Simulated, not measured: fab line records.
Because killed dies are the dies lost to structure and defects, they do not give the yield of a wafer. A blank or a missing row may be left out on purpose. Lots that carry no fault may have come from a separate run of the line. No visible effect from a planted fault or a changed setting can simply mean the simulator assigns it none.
A sampling plan put to the test -- flow n5_finfet -- one fab line, 54 faults that these records tell of, each judged on the records of the lots that it struck; 1 more is left out, because the records don't allow judging it
Plan = the line's own looks (route steps where a gauge or an inspection reads the wafer without altering it). A look can be judged if struck wafers have a number there and the file gives its usual mean and standard deviation on fault-free wafers. Caught: at a look after the fault's first step, the mean of the struck wafers lies 4 or more of those standard deviations (sigma) from the usual mean. On the tool: here the same test is run on the tool's own readings at the fault's steps. A different recipe on the struck wafers counts as caught too, as does a record blank only for those wafers.

THE FAULTS, as the simulator had put them in
1. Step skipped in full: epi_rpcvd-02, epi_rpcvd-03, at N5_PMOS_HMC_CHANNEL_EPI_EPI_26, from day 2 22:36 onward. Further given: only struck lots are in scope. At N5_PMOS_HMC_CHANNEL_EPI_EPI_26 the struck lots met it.
2. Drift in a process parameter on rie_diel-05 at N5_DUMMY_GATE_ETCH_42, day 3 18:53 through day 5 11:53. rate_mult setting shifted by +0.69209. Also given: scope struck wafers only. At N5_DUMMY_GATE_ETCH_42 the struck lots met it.
3. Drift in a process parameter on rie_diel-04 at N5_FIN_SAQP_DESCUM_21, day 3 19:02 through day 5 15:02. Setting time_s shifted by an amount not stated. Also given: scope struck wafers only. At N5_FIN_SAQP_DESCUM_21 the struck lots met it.
4. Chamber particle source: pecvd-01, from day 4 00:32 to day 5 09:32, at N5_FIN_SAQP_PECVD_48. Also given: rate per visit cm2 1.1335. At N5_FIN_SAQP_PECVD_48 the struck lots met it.
5. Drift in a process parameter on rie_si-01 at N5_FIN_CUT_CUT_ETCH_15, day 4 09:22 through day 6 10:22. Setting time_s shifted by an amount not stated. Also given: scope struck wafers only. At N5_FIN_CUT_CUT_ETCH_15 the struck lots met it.
6. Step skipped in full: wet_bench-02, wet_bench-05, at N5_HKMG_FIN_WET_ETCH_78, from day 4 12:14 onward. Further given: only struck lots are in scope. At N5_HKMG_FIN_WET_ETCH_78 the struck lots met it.
7. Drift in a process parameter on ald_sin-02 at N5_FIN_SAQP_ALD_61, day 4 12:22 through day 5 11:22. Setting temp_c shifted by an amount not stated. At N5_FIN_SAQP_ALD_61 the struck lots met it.
8. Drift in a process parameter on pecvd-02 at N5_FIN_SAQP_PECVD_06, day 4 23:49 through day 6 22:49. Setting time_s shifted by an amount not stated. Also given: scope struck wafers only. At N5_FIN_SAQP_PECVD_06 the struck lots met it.
9. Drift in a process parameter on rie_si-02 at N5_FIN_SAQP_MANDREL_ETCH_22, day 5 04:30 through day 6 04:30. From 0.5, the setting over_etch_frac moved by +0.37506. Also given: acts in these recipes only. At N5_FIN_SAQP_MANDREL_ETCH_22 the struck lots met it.
10. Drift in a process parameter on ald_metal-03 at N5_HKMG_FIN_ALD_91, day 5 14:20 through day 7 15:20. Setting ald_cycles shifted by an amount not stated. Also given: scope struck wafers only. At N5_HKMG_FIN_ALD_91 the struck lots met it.
11. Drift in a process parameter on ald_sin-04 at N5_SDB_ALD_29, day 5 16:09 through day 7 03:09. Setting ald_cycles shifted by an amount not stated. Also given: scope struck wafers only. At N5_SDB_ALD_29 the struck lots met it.
12. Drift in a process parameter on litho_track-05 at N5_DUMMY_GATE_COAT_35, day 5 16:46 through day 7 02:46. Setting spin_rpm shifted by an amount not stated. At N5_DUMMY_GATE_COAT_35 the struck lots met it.
13. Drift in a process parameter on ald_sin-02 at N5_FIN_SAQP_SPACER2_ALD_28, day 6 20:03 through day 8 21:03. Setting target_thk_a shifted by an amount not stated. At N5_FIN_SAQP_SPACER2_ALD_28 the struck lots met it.
14. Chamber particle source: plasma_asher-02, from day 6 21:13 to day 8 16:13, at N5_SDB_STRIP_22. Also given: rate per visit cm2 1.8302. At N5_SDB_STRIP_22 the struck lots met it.
15. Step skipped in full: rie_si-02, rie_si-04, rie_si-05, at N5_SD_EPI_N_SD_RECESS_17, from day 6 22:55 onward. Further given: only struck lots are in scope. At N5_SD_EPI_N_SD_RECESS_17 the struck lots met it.
16. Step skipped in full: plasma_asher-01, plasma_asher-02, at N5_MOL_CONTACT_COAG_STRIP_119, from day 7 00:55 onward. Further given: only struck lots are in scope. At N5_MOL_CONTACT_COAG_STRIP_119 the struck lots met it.
17. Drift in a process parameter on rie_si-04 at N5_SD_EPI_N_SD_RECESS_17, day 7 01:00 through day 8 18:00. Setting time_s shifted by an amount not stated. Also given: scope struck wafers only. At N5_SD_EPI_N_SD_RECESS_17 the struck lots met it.
18. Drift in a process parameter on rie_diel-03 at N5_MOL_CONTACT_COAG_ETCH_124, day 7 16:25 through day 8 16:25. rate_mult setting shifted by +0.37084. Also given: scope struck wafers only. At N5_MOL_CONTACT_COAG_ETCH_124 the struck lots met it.
19. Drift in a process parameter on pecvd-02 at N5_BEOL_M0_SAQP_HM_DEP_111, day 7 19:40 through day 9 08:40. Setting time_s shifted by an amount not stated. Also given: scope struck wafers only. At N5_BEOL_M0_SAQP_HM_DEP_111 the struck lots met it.
20. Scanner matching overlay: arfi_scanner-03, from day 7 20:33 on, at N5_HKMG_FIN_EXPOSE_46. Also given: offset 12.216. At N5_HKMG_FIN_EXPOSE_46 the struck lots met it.
21. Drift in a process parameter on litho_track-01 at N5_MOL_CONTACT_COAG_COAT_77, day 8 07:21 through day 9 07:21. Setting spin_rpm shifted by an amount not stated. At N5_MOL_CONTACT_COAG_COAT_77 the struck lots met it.
22. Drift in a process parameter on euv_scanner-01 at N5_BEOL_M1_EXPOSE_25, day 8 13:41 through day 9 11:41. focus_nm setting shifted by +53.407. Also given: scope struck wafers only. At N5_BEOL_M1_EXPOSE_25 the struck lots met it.
23. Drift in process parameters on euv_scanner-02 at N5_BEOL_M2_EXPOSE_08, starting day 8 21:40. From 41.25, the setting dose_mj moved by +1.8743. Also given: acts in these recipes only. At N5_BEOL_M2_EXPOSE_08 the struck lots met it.
24. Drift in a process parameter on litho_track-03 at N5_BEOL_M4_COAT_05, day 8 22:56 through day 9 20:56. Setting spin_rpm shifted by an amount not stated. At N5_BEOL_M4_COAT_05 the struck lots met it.
25. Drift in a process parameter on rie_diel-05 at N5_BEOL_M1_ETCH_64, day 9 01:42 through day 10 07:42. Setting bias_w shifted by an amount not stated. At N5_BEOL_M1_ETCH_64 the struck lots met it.
26. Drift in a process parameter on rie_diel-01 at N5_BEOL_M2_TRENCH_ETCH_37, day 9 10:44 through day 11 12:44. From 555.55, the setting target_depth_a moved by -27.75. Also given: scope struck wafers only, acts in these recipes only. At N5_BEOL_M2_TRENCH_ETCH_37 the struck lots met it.
27. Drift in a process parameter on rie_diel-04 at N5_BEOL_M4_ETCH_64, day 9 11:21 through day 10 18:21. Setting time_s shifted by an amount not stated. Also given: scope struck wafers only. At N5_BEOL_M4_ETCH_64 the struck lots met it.
28. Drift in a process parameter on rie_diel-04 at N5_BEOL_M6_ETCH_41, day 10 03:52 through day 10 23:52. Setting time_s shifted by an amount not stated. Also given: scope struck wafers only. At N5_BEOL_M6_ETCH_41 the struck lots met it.
29. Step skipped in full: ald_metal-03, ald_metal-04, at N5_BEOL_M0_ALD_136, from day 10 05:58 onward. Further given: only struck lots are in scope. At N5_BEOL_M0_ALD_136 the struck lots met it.
30. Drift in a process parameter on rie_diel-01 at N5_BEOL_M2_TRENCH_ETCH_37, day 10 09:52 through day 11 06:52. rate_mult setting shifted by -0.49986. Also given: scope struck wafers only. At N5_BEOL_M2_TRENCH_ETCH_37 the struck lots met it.
31. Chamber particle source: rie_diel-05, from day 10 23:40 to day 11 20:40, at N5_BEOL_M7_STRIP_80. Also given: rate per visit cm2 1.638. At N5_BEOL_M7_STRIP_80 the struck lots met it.
32. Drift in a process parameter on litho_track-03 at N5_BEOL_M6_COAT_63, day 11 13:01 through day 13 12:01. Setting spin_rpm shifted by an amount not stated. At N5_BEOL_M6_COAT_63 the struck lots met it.
33. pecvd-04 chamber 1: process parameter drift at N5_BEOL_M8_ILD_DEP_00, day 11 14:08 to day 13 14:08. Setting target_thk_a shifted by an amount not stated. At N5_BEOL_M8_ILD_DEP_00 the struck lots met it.
34. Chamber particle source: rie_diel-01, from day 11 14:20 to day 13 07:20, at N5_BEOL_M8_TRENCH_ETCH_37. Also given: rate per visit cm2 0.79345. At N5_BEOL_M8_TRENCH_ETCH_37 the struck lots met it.
35. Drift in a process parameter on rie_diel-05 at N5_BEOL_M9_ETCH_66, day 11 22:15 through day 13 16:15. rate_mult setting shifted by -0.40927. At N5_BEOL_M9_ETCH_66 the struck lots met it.
36. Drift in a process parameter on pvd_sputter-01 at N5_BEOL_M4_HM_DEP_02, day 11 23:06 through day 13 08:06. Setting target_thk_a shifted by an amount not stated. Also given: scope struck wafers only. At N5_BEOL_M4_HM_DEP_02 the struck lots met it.
37. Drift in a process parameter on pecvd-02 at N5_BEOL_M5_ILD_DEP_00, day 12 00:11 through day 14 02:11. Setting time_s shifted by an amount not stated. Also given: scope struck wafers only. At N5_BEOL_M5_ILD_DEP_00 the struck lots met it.
38. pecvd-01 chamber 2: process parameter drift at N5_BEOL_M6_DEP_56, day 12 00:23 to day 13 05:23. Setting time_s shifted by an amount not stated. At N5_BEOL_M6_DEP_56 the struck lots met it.
39. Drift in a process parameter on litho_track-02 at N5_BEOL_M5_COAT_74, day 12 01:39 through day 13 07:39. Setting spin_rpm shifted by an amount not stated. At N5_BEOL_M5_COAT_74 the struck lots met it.
40. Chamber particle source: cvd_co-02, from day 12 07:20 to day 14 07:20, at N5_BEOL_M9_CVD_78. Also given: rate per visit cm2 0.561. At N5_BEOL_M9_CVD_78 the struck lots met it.
41. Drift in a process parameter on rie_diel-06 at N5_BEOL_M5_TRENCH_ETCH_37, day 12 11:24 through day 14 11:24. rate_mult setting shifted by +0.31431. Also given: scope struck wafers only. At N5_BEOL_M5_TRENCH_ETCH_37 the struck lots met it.
42. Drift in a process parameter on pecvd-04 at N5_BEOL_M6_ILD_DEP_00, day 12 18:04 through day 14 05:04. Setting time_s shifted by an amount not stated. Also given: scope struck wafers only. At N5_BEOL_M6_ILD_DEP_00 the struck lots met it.
43. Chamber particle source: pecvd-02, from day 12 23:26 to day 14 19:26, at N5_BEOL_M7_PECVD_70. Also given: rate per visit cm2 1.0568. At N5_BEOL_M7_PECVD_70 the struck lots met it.
44. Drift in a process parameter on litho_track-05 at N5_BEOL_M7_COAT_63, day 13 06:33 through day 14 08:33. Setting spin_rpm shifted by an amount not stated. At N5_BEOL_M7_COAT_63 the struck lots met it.
45. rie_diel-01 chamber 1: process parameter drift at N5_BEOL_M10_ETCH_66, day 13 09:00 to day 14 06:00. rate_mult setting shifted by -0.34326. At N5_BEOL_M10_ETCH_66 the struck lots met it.
46. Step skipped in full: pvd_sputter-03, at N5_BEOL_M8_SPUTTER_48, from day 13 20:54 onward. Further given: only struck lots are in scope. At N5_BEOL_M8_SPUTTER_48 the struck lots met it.
47. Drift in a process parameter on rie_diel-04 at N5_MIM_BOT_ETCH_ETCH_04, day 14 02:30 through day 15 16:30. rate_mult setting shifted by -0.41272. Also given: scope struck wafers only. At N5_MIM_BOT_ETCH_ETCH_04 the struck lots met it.
48. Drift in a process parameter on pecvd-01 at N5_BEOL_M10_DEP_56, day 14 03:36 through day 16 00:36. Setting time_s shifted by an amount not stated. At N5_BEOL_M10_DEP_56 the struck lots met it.
49. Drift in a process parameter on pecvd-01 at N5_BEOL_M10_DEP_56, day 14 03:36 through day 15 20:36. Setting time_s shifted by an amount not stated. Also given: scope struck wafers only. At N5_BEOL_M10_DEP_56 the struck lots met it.
50. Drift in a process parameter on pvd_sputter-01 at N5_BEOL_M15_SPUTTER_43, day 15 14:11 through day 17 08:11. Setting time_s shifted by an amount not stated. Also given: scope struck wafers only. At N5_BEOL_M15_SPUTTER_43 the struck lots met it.
51. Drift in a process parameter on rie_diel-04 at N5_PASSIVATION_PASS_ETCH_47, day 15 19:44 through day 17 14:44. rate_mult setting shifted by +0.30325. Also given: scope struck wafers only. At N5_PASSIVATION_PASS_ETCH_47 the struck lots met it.
52. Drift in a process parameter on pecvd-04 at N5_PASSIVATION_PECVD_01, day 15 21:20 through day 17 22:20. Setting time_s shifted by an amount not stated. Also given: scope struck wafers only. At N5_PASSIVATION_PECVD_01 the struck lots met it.
53. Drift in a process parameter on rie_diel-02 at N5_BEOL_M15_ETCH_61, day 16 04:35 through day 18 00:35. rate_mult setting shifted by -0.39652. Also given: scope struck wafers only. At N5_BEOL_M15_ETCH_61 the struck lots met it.
54. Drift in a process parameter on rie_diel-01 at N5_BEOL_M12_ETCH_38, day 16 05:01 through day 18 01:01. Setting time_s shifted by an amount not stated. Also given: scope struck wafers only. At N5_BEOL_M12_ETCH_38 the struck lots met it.

WHAT THE PLAN SAW
fault,on the tool itself,first look that catches it,"reading, sigma",median hours from its first step to that look,hours from the fault's start to the first struck lot there,judged looks passed uncaught
1,the tool's record is blank for the struck wafers,N5_BEOL_M4_RC_MEAS_101,CJ_N +4.0,155.0,160,0
2,oes_product_au +4.3 sigma,not the one look that can be judged after it,-,-,-,1
3,under 2 sigma,not the one look that can be judged after it,-,-,-,1
4,under 2 sigma,N5_FIN_SAQP_INSPECT_18,raw_defect_count +6.2,0.6,5,0
5,under 2 sigma,not the one look that can be judged after it,-,-,-,1
6,the tool's record is blank for the struck wafers,N5_BEOL_M4_RC_MEAS_101,IOFF_P_LIN +99 or beyond,97.7,94,0
7,susceptor_temp_C -99 or beyond sigma,not the one look that can be judged after it,-,-,-,1
8,under 2 sigma,N5_FIN_SAQP_THK_MEAS_07,thk_nm +14,0.1,4,0
9,oes_product_au -6.7 sigma,not the one look that can be judged after it,-,-,-,1
10,under 2 sigma,N5_BEOL_M4_RC_MEAS_101,VT_N_LONG +12,101.2,103,0
11,under 2 sigma,not the one look that can be judged after it,-,-,-,1
12,spin_speed_rpm +99 or beyond sigma,not the one look that can be judged after it,-,-,-,1
13,under 2 sigma,N5_FIN_SAQP_CD_MEAS_31,cd_nm -20,0.5,7,0
14,under 2 sigma,not the one look that can be judged after it,-,-,-,1
15,no reading that can be judged,N5_BEOL_M4_RC_MEAS_101,ION_N -28,118.5,121,0
16,the tool's record is blank for the struck wafers,not the one look that can be judged after it,-,-,-,1
17,under 2 sigma,N5_BEOL_M4_RC_MEAS_101,SS_N +16,126.7,127,0
18,under 2 sigma,not the one look that can be judged after it,-,-,-,1
19,under 2 sigma,not the one look that can be judged after it,-,-,-,1
20,no reading that can be judged,N5_HKMG_FIN_OVL_MEAS_50,NDIPOLE_OVL +15,0.2,1,1
21,spin_speed_rpm -76 sigma,not the one look that can be judged after it,-,-,-,1
22,no reading that can be judged,N5_BEOL_M1_CD_MEAS_28,cd_nm -17,0.1,4,0
23,exposure_dose_mJ_cm2 +26 sigma,not the one look that can be judged after it,-,-,-,1
24,spin_speed_rpm -58 sigma,not the one look that can be judged after it,-,-,-,1
25,bias_w -80 sigma,not the one look that can be judged after it,-,-,-,1
26,under 2 sigma,none of the 2 looks that can be judged after it,"strongest: trench_depth_nm at N5_BEOL_M2_OCD_MEAS_38, -3.5",-,-,2
27,under 2 sigma,none of the 2 looks that can be judged after it,"strongest: cd_nm at N5_BEOL_M4_CD_MEAS_18, +3.3",-,-,2
28,run_length_s -11 sigma,no look after it can be judged,-,-,-,0
29,the tool's record is blank for the struck wafers,no look after it can be judged,-,-,-,0
30,only faintly: oes_product_au -2.5 sigma,N5_BEOL_M2_OCD_MEAS_38,trench_depth_nm -25,0.2,2,0
31,under 2 sigma,none of the 2 looks that can be judged after it,-,-,-,2
32,spin_speed_rpm -99 or beyond sigma,no look after it can be judged,-,-,-,0
33,only faintly: showerhead_plenum_p_Torr +2.0 sigma,N5_BEOL_M8_THK_MEAS_01,M8_ILD_THK +40,0.6,1,0
34,under 2 sigma,no look after it can be judged,-,-,-,0
35,under 2 sigma,not the one look that can be judged after it,-,-,-,1
36,under 2 sigma,not the one look that can be judged after it,-,-,-,1
37,under 2 sigma,N5_BEOL_M5_THK_MEAS_01,M5_ILD_THK -18,0.6,2,0
38,under 2 sigma,not the one look that can be judged after it,-,-,-,1
39,spin_speed_rpm -59 sigma,no look after it can be judged,-,-,-,0
40,no reading that can be judged,no look after it can be judged,-,-,-,0
41,oes_product_au +4.1 sigma,N5_BEOL_M5_OCD_MEAS_38,trench_depth_nm +12,0.2,26,0
42,only faintly: throttle_valve_pct +2.2 sigma,N5_BEOL_M6_THK_MEAS_01,M6_ILD_THK -8.1,1.1,23,0
43,under 2 sigma,N5_BEOL_M7_INSPECT_13,raw_defect_count +5.7,0.9,8,0
44,spin_speed_rpm -99 or beyond sigma,no look after it can be judged,-,-,-,0
45,under 2 sigma,none of the 2 looks that can be judged after it,-,-,-,2
46,the tool's record is blank for the struck wafers,no look after it can be judged,-,-,-,0
47,only faintly: oes_product_au -2.9 sigma,no look after it can be judged,-,-,-,0
48,under 2 sigma,not the one look that can be judged after it,-,-,-,1
49,under 2 sigma,not the one look that can be judged after it,-,-,-,1
50,under 2 sigma,not the one look that can be judged after it,-,-,-,1
51,under 2 sigma,no look after it can be judged,-,-,-,0
52,under 2 sigma,no look after it can be judged,-,-,-,0
53,under 2 sigma,no look after it can be judged,-,-,-,0
54,under 2 sigma,no look after it can be judged,-,-,-,0
Dash: fault not caught, or number not given in these records.

Caught at a look: 16 of 54. Caught on the tool: 18 of 54. By one or the other: 31 of 54.
On the tool alone, faults 2, 7, 9, 12, 16, 21, 23, 24, 25, 28, 29, 32, 39, 44, 46 were caught.
Caught at a look alone: faults 4, 8, 10, 13, 15, 17, 20, 22, 30, 33, 37, 42, 43.
Caught by neither: faults 3, 5, 11, 14, 18, 19, 26, 27, 31, 34, 35, 36, 38, 40, 45, 47, 48, 49, 50, 51, 52, 53, 54.

THINNER SAMPLING
Were the look that catches a fault to measure just every second or every third lot (counted by lot number), the first struck lot would, at worst, be measured this late:
fault,"struck lots at that look, in order of time",every lot,every second lot,every third lot
1,"L376, L375",160 h,163 h,may miss all 2
4,"L655, L658",5 h,22 h,may miss all 2
6,"L282, L283",94 h,112 h,may miss all 2
8,"L426, L432, L433",4 h,47 h,may miss all 3
10,"L979, L978, L984",103 h,116 h,may miss all 3
13,"L149, L150, L151",7 h,12 h,18 h
15,"L115, L117, L116",121 h,130 h,130 h
17,"L515, L517, L518",127 h,152 h,may miss all 3
20,"L204, L206",1 h,may miss all 2,may miss all 2
22,"L889, L890",4 h,18 h,may miss all 2
30,L523,2 h,may miss it,may miss it
33,"L734, L736",1 h,may miss all 2,may miss all 2
37,"L628, L629",2 h,2 h,may miss all 2
41,"L907, L909",26 h,may miss all 2,may miss all 2
42,"L139, L140",23 h,30 h,may miss all 2
43,"L566, L570",8 h,may miss all 2,may miss all 2
Hours are from the fault's start to the first struck lot that is measured. The test against the limit of 4 sigma pooled every struck wafer, which means one lot taken alone may stay below that limit. Other struck lots may not be in these records.

THE LONGEST TIMED WAY FROM STEP TO LOOK
Fault 1: the median time between N5_PMOS_HMC_CHANNEL_EPI_EPI_26 and N5_BEOL_M4_RC_MEAS_101 is 155.0 hours. No look between them can be judged.
